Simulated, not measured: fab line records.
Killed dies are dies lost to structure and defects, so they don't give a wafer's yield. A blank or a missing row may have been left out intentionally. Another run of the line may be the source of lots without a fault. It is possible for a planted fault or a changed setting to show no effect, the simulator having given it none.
Which tool did it? :: flow nand_harc :: Sampling: 24 lots, 72 wafers, 5 of 1302 route steps

## WHAT THE GAUGES SHOWED, per wafer
NHARC_A_CONTACT_INSPECT_23. Usual: raw_defect_count at 497, with a standard deviation of 130.
lot: L076
measured: day 23 05:40
on: defect_inspect-01
raw_defect_count: 371 317 472
flag: 

lot: L075
measured: day 23 06:24
on: defect_inspect-02
raw_defect_count: 650 381 789
flag: 

lot: L077
measured: day 23 11:59
on: defect_inspect-02
raw_defect_count: 420 411 454
flag: 

lot: L074
measured: day 23 17:22
on: defect_inspect-02
raw_defect_count: 575 617 747
flag: 

lot: L078
measured: day 24 01:49
on: defect_inspect-01
raw_defect_count: 406 602 588
flag: 

lot: L080
measured: day 24 09:51
on: defect_inspect-01
raw_defect_count: 723 380 522
flag: 

lot: L079
measured: day 24 09:05
on: defect_inspect-02
raw_defect_count: 596 606 587
flag: 

lot: L081
measured: day 25 02:46
on: defect_inspect-01
raw_defect_count: 812 797 556
flag: 

lot: L082
measured: day 25 12:02
on: defect_inspect-02
raw_defect_count: 445 639 491
flag: 

lot: L083
measured: day 26 01:56
on: defect_inspect-01
raw_defect_count: 500 466 805
flag: 

lot: L084
measured: day 26 15:11
on: defect_inspect-01
raw_defect_count: 415 358 386
flag: 

lot: L086
measured: day 26 16:00
on: defect_inspect-01
raw_defect_count: 362 467 493
flag: 

lot: L085
measured: day 26 22:08
on: defect_inspect-01
raw_defect_count: 562 600 668
flag: 

lot: L087
measured: day 27 12:01
on: defect_inspect-02
raw_defect_count: 328 284 341
flag: 

lot: L088
measured: day 28 09:43
on: defect_inspect-01
raw_defect_count: 446 581 394
flag: 

lot: L089
measured: day 28 11:47
on: defect_inspect-01
raw_defect_count: 362 431 410
flag: 

lot: L091
measured: day 29 02:43
on: defect_inspect-01
raw_defect_count: 510 550 652
flag: 

lot: L090
measured: day 29 03:53
on: defect_inspect-01
raw_defect_count: 537 281 553
flag: 

lot: L092
measured: day 29 19:15
on: defect_inspect-01
raw_defect_count: 328 389 411
flag: 

lot: L093
measured: day 30 02:29
on: defect_inspect-02
raw_defect_count: 485 424 378
flag: 

lot: L094
measured: day 30 23:09
on: defect_inspect-01
raw_defect_count: 317 397 333
flag: 

lot: L095
measured: day 31 01:00
on: defect_inspect-02
raw_defect_count: 526 429 477
flag: 

lot: L096
measured: day 31 10:22
on: defect_inspect-01
raw_defect_count: 842 657 437
flag: 

lot: L097
measured: day 32 00:46
on: defect_inspect-01
raw_defect_count: 338 501 598
flag: 

NHARC_A_BLC_OVL_MEAS_11. Usual: overlay_x_nm 0.1 nm, standard deviation 0.9; overlay_y_nm 0.0 nm, standard deviation 0.82.
lot: L076
measured: day 23 06:15
on: overlay-02
overlay_x_nm (nm): 1.0 0.4 0.6
overlay_y_nm (nm): -0.1 0.2 0.5
flag: 

lot: L075
measured: day 23 07:00
on: overlay-01
overlay_x_nm (nm): 0.8 1.1 0.8
overlay_y_nm (nm): 1.2 1.6 1.4
flag: 

lot: L077
measured: day 23 12:27
on: overlay-01
overlay_x_nm (nm): -0.4 -0.9 -0.7
overlay_y_nm (nm): -1.3 -0.8 -1.0
flag: 

lot: L074
measured: day 23 17:57
on: overlay-02
overlay_x_nm (nm): -1.9 -1.6 -1.4
overlay_y_nm (nm): -0.4 -0.4 0.0
flag: 

lot: L078
measured: day 24 02:24
on: overlay-02
overlay_x_nm (nm): 0.3 0.7 0.7
overlay_y_nm (nm): 0.8 0.7 0.6
flag: 

lot: L080
measured: day 24 10:26
on: overlay-01
overlay_x_nm (nm): -1.1 -1.4 -1.5
overlay_y_nm (nm): 0.1 -0.5 -0.5
flag: 

lot: L079
measured: day 24 09:34
on: overlay-02
overlay_x_nm (nm): -0.5 -0.3 -0.6
overlay_y_nm (nm): 1.5 1.7 1.6
flag: 

lot: L081
measured: day 25 03:14
on: overlay-01
overlay_x_nm (nm): -0.7 -0.6 0.0
overlay_y_nm (nm): -0.3 -0.6 -0.7
flag: 

lot: L082
measured: day 25 12:30
on: overlay-01
overlay_x_nm (nm): 0.1 0.2 0.1
overlay_y_nm (nm): 0.4 0.1 0.0
flag: 

lot: L083
measured: day 26 02:32
on: overlay-02
overlay_x_nm (nm): 0.7 0.2 0.5
overlay_y_nm (nm): -0.7 -0.6 -0.5
flag: 

lot: L084
measured: day 26 15:46
on: overlay-01
overlay_x_nm (nm): 0.2 0.7 0.0
overlay_y_nm (nm): 0.1 0.0 -0.7
flag: 

lot: L086
measured: day 26 16:29
on: overlay-02
overlay_x_nm (nm): 0.0 1.0 0.3
overlay_y_nm (nm): 0.1 -0.1 -0.6
flag: 

lot: L085
measured: day 26 22:36
on: overlay-02
overlay_x_nm (nm): 0.4 1.2 1.2
overlay_y_nm (nm): 0.2 0.0 0.3
flag: 

lot: L087
measured: day 27 12:37
on: overlay-01
overlay_x_nm (nm): 1.6 1.4 1.7
overlay_y_nm (nm): -1.4 -1.1 -1.1
flag: 

lot: L088
measured: day 28 10:19
on: overlay-02
overlay_x_nm (nm): -0.3 0.5 0.5
overlay_y_nm (nm): 0.3 0.1 -0.5
flag: 

lot: L089
measured: day 28 12:23
on: overlay-01
overlay_x_nm (nm): 1.6 2.1 2.0
overlay_y_nm (nm): -1.4 -1.1 -1.4
flag: 

lot: L091
measured: day 29 03:11
on: overlay-02
overlay_x_nm (nm): 0.8 1.2 0.8
overlay_y_nm (nm): 1.8 0.9 1.4
flag: 

lot: L090
measured: day 29 04:28
on: overlay-02
overlay_x_nm (nm): -0.5 -0.2 -0.3
overlay_y_nm (nm): -0.6 -0.8 -0.1
flag: 

lot: L092
measured: day 29 19:51
on: overlay-01
overlay_x_nm (nm): -0.2 -0.1 -0.7
overlay_y_nm (nm): 0.4 -0.1 0.4
flag: 

lot: L093
measured: day 30 03:05
on: overlay-02
overlay_x_nm (nm): -0.7 -0.6 -0.7
overlay_y_nm (nm): 0.2 0.7 0.8
flag: 

lot: L094
measured: day 30 23:37
on: overlay-02
overlay_x_nm (nm): -0.6 -0.3 -0.4
overlay_y_nm (nm): 0.3 0.3 0.6
flag: 

lot: L095
measured: day 31 01:28
on: overlay-02
overlay_x_nm (nm): -0.2 -0.1 0.3
overlay_y_nm (nm): 0.1 -0.3 -0.5
flag: 

lot: L096
measured: day 31 10:58
on: overlay-02
overlay_x_nm (nm): -0.6 -1.1 -0.8
overlay_y_nm (nm): 0.0 0.3 0.3
flag: 

lot: L097
measured: day 32 01:22
on: overlay-01
overlay_x_nm (nm): 0.2 -0.2 -0.8
overlay_y_nm (nm): 1.0 1.6 0.7
flag: 

## TOOL THAT RAN EACH LOT (tool first, then ch and the chambers of the sampled wafers, then the start)
lot: L076
NHARC_A_CONTACT_DEP_84: acl_dep-02 ch 0, day 22 20:47
NHARC_A_CONTACT_DEP_85: pecvd-01 ch 0,1, day 22 22:32
NHARC_A_CONTACT_ETCH_89: rie_diel-11 ch 0,1,2, day 23 05:40 or earlier

lot: L075
NHARC_A_CONTACT_DEP_84: acl_dep-03 ch 0, day 22 22:46
NHARC_A_CONTACT_DEP_85: pecvd-01 ch 0,1,2, day 22 23:45
NHARC_A_CONTACT_ETCH_89: rie_diel-11 ch 0,1,3, day 23 06:24 or earlier

lot: L077
NHARC_A_CONTACT_DEP_84: acl_dep-03 ch 0, day 23 00:13
NHARC_A_CONTACT_DEP_85: pecvd-03 ch 0,1, day 23 01:26
NHARC_A_CONTACT_ETCH_89: rie_diel-08 ch 0,3, day 23 11:59 or earlier

lot: L074
NHARC_A_CONTACT_DEP_84: acl_dep-01 ch 0, day 23 08:41
NHARC_A_CONTACT_DEP_85: pecvd-01 ch 0,1, day 23 10:37
NHARC_A_CONTACT_ETCH_89: rie_diel-06 ch 0,3, day 23 17:22 or earlier

lot: L078
NHARC_A_CONTACT_DEP_84: acl_dep-02 ch 0, day 23 17:31
NHARC_A_CONTACT_DEP_85: pecvd-01 ch 1,2, day 23 19:16
NHARC_A_CONTACT_ETCH_89: rie_diel-11 ch 0,1,3, day 24 01:49 or earlier

lot: L080
NHARC_A_CONTACT_DEP_84: acl_dep-03 ch 0, day 24 01:20
NHARC_A_CONTACT_DEP_85: pecvd-04 ch 0,1, day 24 03:08
NHARC_A_CONTACT_ETCH_89: rie_diel-11 ch 0,1,2, day 24 09:51 or earlier

lot: L079
NHARC_A_CONTACT_DEP_84: acl_dep-02 ch 0, day 24 01:26
NHARC_A_CONTACT_DEP_85: pecvd-01 ch 0,1,2, day 24 02:38
NHARC_A_CONTACT_ETCH_89: rie_diel-06 ch 0,1,2, day 24 09:05 or earlier

lot: L081
NHARC_A_CONTACT_DEP_84: acl_dep-03 ch 0, day 24 18:18
NHARC_A_CONTACT_DEP_85: pecvd-01 ch 1,2, day 24 20:02
NHARC_A_CONTACT_ETCH_89: rie_diel-11 ch 0,2, day 25 02:46 or earlier

lot: L082
NHARC_A_CONTACT_DEP_84: acl_dep-03 ch 0, day 25 03:42
NHARC_A_CONTACT_DEP_85: pecvd-01 ch 1,2, day 25 05:28
NHARC_A_CONTACT_ETCH_89: rie_diel-11 ch 0,1,2, day 25 12:02 or earlier

lot: L083
NHARC_A_CONTACT_DEP_84: acl_dep-02 ch 0, day 25 17:08
NHARC_A_CONTACT_DEP_85: pecvd-03 ch 0,1, day 25 18:53
NHARC_A_CONTACT_ETCH_89: rie_diel-11 ch 0,1,2, day 26 01:56 or earlier

lot: L084
NHARC_A_CONTACT_DEP_84: acl_dep-03 ch 0, day 26 04:44
NHARC_A_CONTACT_DEP_85: pecvd-01 ch 0,1,2, day 26 06:28
NHARC_A_CONTACT_ETCH_89: rie_diel-11 ch 0,1,2, day 26 15:11 or earlier

lot: L086
NHARC_A_CONTACT_DEP_84: acl_dep-03 ch 0, day 26 06:44
NHARC_A_CONTACT_DEP_85: pecvd-03 ch 0,2, day 26 08:14
NHARC_A_CONTACT_ETCH_89: rie_diel-06 ch 0,2,3, day 26 16:00 or earlier

lot: L085
NHARC_A_CONTACT_DEP_84: acl_dep-03 ch 0, day 26 14:26
NHARC_A_CONTACT_DEP_85: pecvd-04 ch 0,1, day 26 15:38
NHARC_A_CONTACT_ETCH_89: rie_diel-06 ch 1,2, day 26 22:08 or earlier

lot: L087
NHARC_A_CONTACT_DEP_84: acl_dep-03 ch 0, day 27 03:26
NHARC_A_CONTACT_DEP_85: pecvd-03 ch 0,1,2, day 27 04:37
NHARC_A_CONTACT_ETCH_89: rie_diel-06 ch 1,3, day 27 12:01 or earlier

lot: L088
NHARC_A_CONTACT_DEP_84: acl_dep-01 ch 0, day 28 01:17
NHARC_A_CONTACT_DEP_85: pecvd-04 ch 0,1,2, day 28 02:46
NHARC_A_CONTACT_ETCH_89: rie_diel-08 ch 0,1,2, day 28 09:43 or earlier

lot: L089
NHARC_A_CONTACT_DEP_84: acl_dep-02 ch 0, day 28 02:08
NHARC_A_CONTACT_DEP_85: pecvd-01 ch 1,2, day 28 03:53
NHARC_A_CONTACT_ETCH_89: rie_diel-06 ch 0,2,3, day 28 11:47 or earlier

lot: L091
NHARC_A_CONTACT_DEP_84: acl_dep-02 ch 0, day 28 18:13
NHARC_A_CONTACT_DEP_85: pecvd-03 ch 0,2, day 28 19:40
NHARC_A_CONTACT_ETCH_89: rie_diel-08 ch 0,1,3, day 29 02:43 or earlier

lot: L090
NHARC_A_CONTACT_DEP_84: acl_dep-01 ch 0, day 28 18:21
NHARC_A_CONTACT_DEP_85: pecvd-03 ch 1,2, day 28 20:05
NHARC_A_CONTACT_ETCH_89: rie_diel-08 ch 0,2, day 29 03:53 or earlier

lot: L092
NHARC_A_CONTACT_DEP_84: acl_dep-03 ch 0, day 29 11:05
NHARC_A_CONTACT_DEP_85: pecvd-03 ch 0,2, day 29 12:50
NHARC_A_CONTACT_ETCH_89: rie_diel-11 ch 0,1,3, day 29 19:15 or earlier

lot: L093
NHARC_A_CONTACT_DEP_84: acl_dep-03 ch 0, day 29 19:07
NHARC_A_CONTACT_DEP_85: pecvd-03 ch 0,1,2, day 29 20:04
NHARC_A_CONTACT_ETCH_89: rie_diel-11 ch 2,3, day 30 02:29 or earlier

lot: L094
NHARC_A_CONTACT_DEP_84: acl_dep-01 ch 0, day 30 14:50
NHARC_A_CONTACT_DEP_85: pecvd-01 ch 0,1, day 30 16:38
NHARC_A_CONTACT_ETCH_89: rie_diel-11 ch 0,2,3, day 30 23:09 or earlier

lot: L095
NHARC_A_CONTACT_DEP_84: acl_dep-02 ch 0, day 30 16:51
NHARC_A_CONTACT_DEP_85: pecvd-01 ch 0,2, day 30 18:35
NHARC_A_CONTACT_ETCH_89: rie_diel-11 ch 0,2,3, day 31 01:00 or earlier

lot: L096
NHARC_A_CONTACT_DEP_84: acl_dep-02 ch 0, day 31 02:04
NHARC_A_CONTACT_DEP_85: pecvd-03 ch 1,2, day 31 03:49
NHARC_A_CONTACT_ETCH_89: rie_diel-06 ch 0,1,2, day 31 10:22 or earlier

lot: L097
NHARC_A_CONTACT_DEP_84: acl_dep-02 ch 0, day 31 16:52
NHARC_A_CONTACT_DEP_85: pecvd-04 ch 0,2, day 31 18:19
NHARC_A_CONTACT_ETCH_89: rie_diel-11 ch 0,1,2, day 32 00:46 or earlier
- NHARC_A_CONTACT_DEP_84: deposits aC, target thk 2800 nm.
- NHARC_A_CONTACT_DEP_85: deposits SiON, target thk 60 nm.
- NHARC_A_CONTACT_ETCH_89: etches the open film in N2/H2, target depth 260 nm, time 475.3 s.

## WHAT THE TOOLS THEMSELVES READ (means of the sampled wafers that have a number; where no wafer has one, the mark that the record gives instead)
NHARC_A_CONTACT_DEP_84. Usual: throttle_valve_pct at 35.000 %, with a standard deviation of 0.0075.
lot: L076
tool: acl_dep-02
throttle_valve_pct (%): 35.002
flag: 

lot: L075
tool: acl_dep-03
throttle_valve_pct (%): 35.004
flag: 

lot: L077
tool: acl_dep-03
throttle_valve_pct (%): 34.999
flag: 

lot: L074
tool: acl_dep-01
throttle_valve_pct (%): 34.998
flag: 

lot: L078
tool: acl_dep-02
throttle_valve_pct (%): 35.006
flag: 

lot: L080
tool: acl_dep-03
throttle_valve_pct (%): 34.993
flag: 

lot: L079
tool: acl_dep-02
throttle_valve_pct (%): 34.993
flag: 

lot: L081
tool: acl_dep-03
throttle_valve_pct (%): 34.998
flag: 

lot: L082
tool: acl_dep-03
throttle_valve_pct (%): 34.999
flag: 

lot: L083
tool: acl_dep-02
throttle_valve_pct (%): 34.995
flag: 

lot: L084
tool: acl_dep-03
throttle_valve_pct (%): 35.000
flag: 

lot: L086
tool: acl_dep-03
throttle_valve_pct (%): 34.995
flag: 

lot: L085
tool: acl_dep-03
throttle_valve_pct (%): 35.003
flag: 

lot: L087
tool: acl_dep-03
throttle_valve_pct (%): 35.004
flag: 

lot: L088
tool: acl_dep-01
throttle_valve_pct (%): 35.001
flag: 

lot: L089
tool: acl_dep-02
throttle_valve_pct (%): 34.998
flag: 

lot: L091
tool: acl_dep-02
throttle_valve_pct (%): 34.992
flag: 

lot: L090
tool: acl_dep-01
throttle_valve_pct (%): 35.000
flag: 

lot: L092
tool: acl_dep-03
throttle_valve_pct (%): 34.998
flag: 

lot: L093
tool: acl_dep-03
throttle_valve_pct (%): 34.997
flag: 

lot: L094
tool: acl_dep-01
throttle_valve_pct (%): 35.002
flag: 

lot: L095
tool: acl_dep-02
throttle_valve_pct (%): 35.000
flag: 

lot: L096
tool: acl_dep-02
throttle_valve_pct (%): 35.004
flag: 

lot: L097
tool: acl_dep-02
throttle_valve_pct (%): 35.001
flag: 

NHARC_A_CONTACT_DEP_85. Usual: heater_power_w 809 W, standard deviation 79; rf_fwd_power_W 348.7 W, standard deviation 1.1.
lot: L076
tool: pecvd-01
heater_power_w (W): 894
rf_fwd_power_W (W): 347.6
flag: 

lot: L075
tool: pecvd-01
heater_power_w (W): 814
rf_fwd_power_W (W): 348.5
flag: 

lot: L077
tool: pecvd-03
heater_power_w (W): 871
rf_fwd_power_W (W): 349.5
flag: 

lot: L074
tool: pecvd-01
heater_power_w (W): 911
rf_fwd_power_W (W): 347.8
flag: 

lot: L078
tool: pecvd-01
heater_power_w (W): 792
rf_fwd_power_W (W): 347.5
flag: 

lot: L080
tool: pecvd-04
heater_power_w (W): 651
rf_fwd_power_W (W): 348.7
flag: 

lot: L079
tool: pecvd-01
heater_power_w (W): 807
rf_fwd_power_W (W): 347.1
flag: 

lot: L081
tool: pecvd-01
heater_power_w (W): 822
rf_fwd_power_W (W): 348.8
flag: 

lot: L082
tool: pecvd-01
heater_power_w (W): 800
rf_fwd_power_W (W): 348.8
flag: 

lot: L083
tool: pecvd-03
heater_power_w (W): 823
rf_fwd_power_W (W): 348.8
flag: 

lot: L084
tool: pecvd-01
heater_power_w (W): 869
rf_fwd_power_W (W): 347.9
flag: 

lot: L086
tool: pecvd-03
heater_power_w (W): 789
rf_fwd_power_W (W): 348.6
flag: 

lot: L085
tool: pecvd-04
heater_power_w (W): 678
rf_fwd_power_W (W): 348.5
flag: 

lot: L087
tool: pecvd-03
heater_power_w (W): 820
rf_fwd_power_W (W): 349.2
flag: 

lot: L088
tool: pecvd-04
heater_power_w (W): 756
rf_fwd_power_W (W): 349.8
flag: 

lot: L089
tool: pecvd-01
heater_power_w (W): 863
rf_fwd_power_W (W): 347.8
flag: 

lot: L091
tool: pecvd-03
heater_power_w (W): 763
rf_fwd_power_W (W): 348.7
flag: 

lot: L090
tool: pecvd-03
heater_power_w (W): 820
rf_fwd_power_W (W): 349.7
flag: 

lot: L092
tool: pecvd-03
heater_power_w (W): 695
rf_fwd_power_W (W): 349.1
flag: 

lot: L093
tool: pecvd-03
heater_power_w (W): 803
rf_fwd_power_W (W): 348.6
flag: 

lot: L094
tool: pecvd-01
heater_power_w (W): 875
rf_fwd_power_W (W): 348.9
flag: 

lot: L095
tool: pecvd-01
heater_power_w (W): 825
rf_fwd_power_W (W): 348.7
flag: 

lot: L096
tool: pecvd-03
heater_power_w (W): 782
rf_fwd_power_W (W): 348.5
flag: 

lot: L097
tool: pecvd-04
heater_power_w (W): 721
rf_fwd_power_W (W): 349.0
flag: 

NHARC_A_CONTACT_ETCH_89. Usual: drypump_motor_current_A is 5.9 A with standard deviation 0.33, h2_flow_sccm is 150.0 sccm with standard deviation 0.47, oes_product_au is 1.003 a.u. with standard deviation 0.01, rf_fwd_power_W is 399.2 W with standard deviation 1.3, rf_vpp_V is 429.0 V with standard deviation 1.9, showerhead_plenum_p_Torr is 1.98 Torr with standard deviation 0.06, and throttle_valve_pct is 14.169 % with standard deviation 0.0093.
lot: L076
tool: rie_diel-11
drypump_motor_current_A (A): 5.8
h2_flow_sccm (sccm): 150.1
oes_product_au (a.u.): 0.997
rf_fwd_power_W (W): 399.0
rf_vpp_V (V): 428.1
showerhead_plenum_p_Torr (Torr): 1.96
throttle_valve_pct (%): 14.165
flag: 

lot: L075
tool: rie_diel-11
drypump_motor_current_A (A): 6.0
h2_flow_sccm (sccm): 150.1
oes_product_au (a.u.): 1.003
rf_fwd_power_W (W): 398.6
rf_vpp_V (V): 428.2
showerhead_plenum_p_Torr (Torr): 1.96
throttle_valve_pct (%): 14.171
flag: 

lot: L077
tool: rie_diel-08
drypump_motor_current_A (A): 5.3
h2_flow_sccm (sccm): 150.0
oes_product_au (a.u.): 1.001
rf_fwd_power_W (W): 397.5
rf_vpp_V (V): 429.1
showerhead_plenum_p_Torr (Torr): 1.98
throttle_valve_pct (%): 14.173
flag: 

lot: L074
tool: rie_diel-06
drypump_motor_current_A (A): 5.8
h2_flow_sccm (sccm): 150.5
oes_product_au (a.u.): 0.992
rf_fwd_power_W (W): 398.0
rf_vpp_V (V): 431.0
showerhead_plenum_p_Torr (Torr): 2.05
throttle_valve_pct (%): 14.177
flag: 

lot: L078
tool: rie_diel-11
drypump_motor_current_A (A): 6.0
h2_flow_sccm (sccm): 150.6
oes_product_au (a.u.): 1.008
rf_fwd_power_W (W): 399.8
rf_vpp_V (V): 429.0
showerhead_plenum_p_Torr (Torr): 1.96
throttle_valve_pct (%): 14.168
flag: 

lot: L080
tool: rie_diel-11
drypump_motor_current_A (A): 5.8
h2_flow_sccm (sccm): 149.9
oes_product_au (a.u.): 0.999
rf_fwd_power_W (W): 399.0
rf_vpp_V (V): 428.0
showerhead_plenum_p_Torr (Torr): 1.95
throttle_valve_pct (%): 14.164
flag: 

lot: L079
tool: rie_diel-06
drypump_motor_current_A (A): 5.9
h2_flow_sccm (sccm): 150.1
oes_product_au (a.u.): 0.997
rf_fwd_power_W (W): 399.0
rf_vpp_V (V): 431.2
showerhead_plenum_p_Torr (Torr): 2.04
throttle_valve_pct (%): 14.165
flag: 

lot: L081
tool: rie_diel-11
drypump_motor_current_A (A): 5.8
h2_flow_sccm (sccm): 150.0
oes_product_au (a.u.): 0.995
rf_fwd_power_W (W): 399.4
rf_vpp_V (V): 427.4
showerhead_plenum_p_Torr (Torr): 1.91
throttle_valve_pct (%): 14.172
flag: 

lot: L082
tool: rie_diel-11
drypump_motor_current_A (A): 5.8
h2_flow_sccm (sccm): 150.2
oes_product_au (a.u.): 0.997
rf_fwd_power_W (W): 400.2
rf_vpp_V (V): 429.1
showerhead_plenum_p_Torr (Torr): 1.95
throttle_valve_pct (%): 14.160
flag: 

lot: L083
tool: rie_diel-11
drypump_motor_current_A (A): 5.8
h2_flow_sccm (sccm): 150.0
oes_product_au (a.u.): 1.001
rf_fwd_power_W (W): 399.0
rf_vpp_V (V): 427.9
showerhead_plenum_p_Torr (Torr): 1.95
throttle_valve_pct (%): 14.165
flag: 

lot: L084
tool: rie_diel-11
drypump_motor_current_A (A): 5.8
h2_flow_sccm (sccm): 149.8
oes_product_au (a.u.): 0.999
rf_fwd_power_W (W): 399.5
rf_vpp_V (V): 428.0
showerhead_plenum_p_Torr (Torr): 1.95
throttle_valve_pct (%): 14.167
flag: 

lot: L086
tool: rie_diel-06
drypump_motor_current_A (A): 6.0
h2_flow_sccm (sccm): 150.1
oes_product_au (a.u.): 0.997
rf_fwd_power_W (W): 399.9
rf_vpp_V (V): 430.5
showerhead_plenum_p_Torr (Torr): 2.04
throttle_valve_pct (%): 14.164
flag: 

lot: L085
tool: rie_diel-06
drypump_motor_current_A (A): 6.0
h2_flow_sccm (sccm): 149.6
oes_product_au (a.u.): 1.005
rf_fwd_power_W (W): 399.8
rf_vpp_V (V): 428.4
showerhead_plenum_p_Torr (Torr): 1.98
throttle_valve_pct (%): 14.168
flag: 

lot: L087
tool: rie_diel-06
drypump_motor_current_A (A): 5.8
h2_flow_sccm (sccm): 149.4
oes_product_au (a.u.): 1.004
rf_fwd_power_W (W): 397.5
rf_vpp_V (V): 429.3
showerhead_plenum_p_Torr (Torr): 1.99
throttle_valve_pct (%): 14.170
flag: 

lot: L088
tool: rie_diel-08
drypump_motor_current_A (A): 5.5
h2_flow_sccm (sccm): 150.3
oes_product_au (a.u.): 1.016
rf_fwd_power_W (W): 400.5
rf_vpp_V (V): 430.1
showerhead_plenum_p_Torr (Torr): 2.02
throttle_valve_pct (%): 14.168
flag: 

lot: L089
tool: rie_diel-06
drypump_motor_current_A (A): 6.0
h2_flow_sccm (sccm): 149.4
oes_product_au (a.u.): 0.994
rf_fwd_power_W (W): 398.8
rf_vpp_V (V): 430.6
showerhead_plenum_p_Torr (Torr): 2.03
throttle_valve_pct (%): 14.163
flag: 

lot: L091
tool: rie_diel-08
drypump_motor_current_A (A): 5.5
h2_flow_sccm (sccm): 150.3
oes_product_au (a.u.): 1.006
rf_fwd_power_W (W): 399.4
rf_vpp_V (V): 428.6
showerhead_plenum_p_Torr (Torr): 1.98
throttle_valve_pct (%): 14.170
flag: 

lot: L090
tool: rie_diel-08
drypump_motor_current_A (A): 5.3
h2_flow_sccm (sccm): 150.3
oes_product_au (a.u.): 1.004
rf_fwd_power_W (W): 398.4
rf_vpp_V (V): 430.0
showerhead_plenum_p_Torr (Torr): 2.00
throttle_valve_pct (%): 14.178
flag: 

lot: L092
tool: rie_diel-11
drypump_motor_current_A (A): 6.0
h2_flow_sccm (sccm): 149.8
oes_product_au (a.u.): 1.014
rf_fwd_power_W (W): 398.9
rf_vpp_V (V): 427.6
showerhead_plenum_p_Torr (Torr): 1.95
throttle_valve_pct (%): 14.169
flag: 

lot: L093
tool: rie_diel-11
drypump_motor_current_A (A): 5.9
h2_flow_sccm (sccm): 150.0
oes_product_au (a.u.): 1.012
rf_fwd_power_W (W): 399.6
rf_vpp_V (V): 428.1
showerhead_plenum_p_Torr (Torr): 1.95
throttle_valve_pct (%): 14.169
flag: 

lot: L094
tool: rie_diel-11
drypump_motor_current_A (A): 5.9
h2_flow_sccm (sccm): 150.1
oes_product_au (a.u.): 1.011
rf_fwd_power_W (W): 400.6
rf_vpp_V (V): 427.9
showerhead_plenum_p_Torr (Torr): 1.93
throttle_valve_pct (%): 14.172
flag: 

lot: L095
tool: rie_diel-11
drypump_motor_current_A (A): 5.9
h2_flow_sccm (sccm): 150.3
oes_product_au (a.u.): 1.010
rf_fwd_power_W (W): 398.2
rf_vpp_V (V): 428.2
showerhead_plenum_p_Torr (Torr): 1.93
throttle_valve_pct (%): 14.166
flag: 

lot: L096
tool: rie_diel-06
drypump_motor_current_A (A): 5.9
h2_flow_sccm (sccm): 150.0
oes_product_au (a.u.): 0.994
rf_fwd_power_W (W): 398.4
rf_vpp_V (V): 430.2
showerhead_plenum_p_Torr (Torr): 2.02
throttle_valve_pct (%): 14.161
flag: 

lot: L097
tool: rie_diel-11
drypump_motor_current_A (A): 5.8
h2_flow_sccm (sccm): 150.1
oes_product_au (a.u.): 1.015
rf_fwd_power_W (W): 398.6
rf_vpp_V (V): 428.9
showerhead_plenum_p_Torr (Torr): 1.94
throttle_valve_pct (%): 14.170
flag: 

## THE ANSWER, worked out from the rows above alone
Rule: a lot counts as off when the mean over its wafers that have a number is more than 3 standard deviations away from the usual mean. A lot without any number at a reading at which 4 lots or more have one is off too. The other lots that the step has rows for count as sound. Order of review: gauges by route order, followed by the tools' own readings, for which a lot's mean as printed above is used. At the first step where some lot is off, the reading lying furthest off is the one used; lots without a number count as furthest.
No lot is off on any of the readings shown, so nothing can be concluded from this.

## WHAT WAS PUT IN BY THE SIMULATOR
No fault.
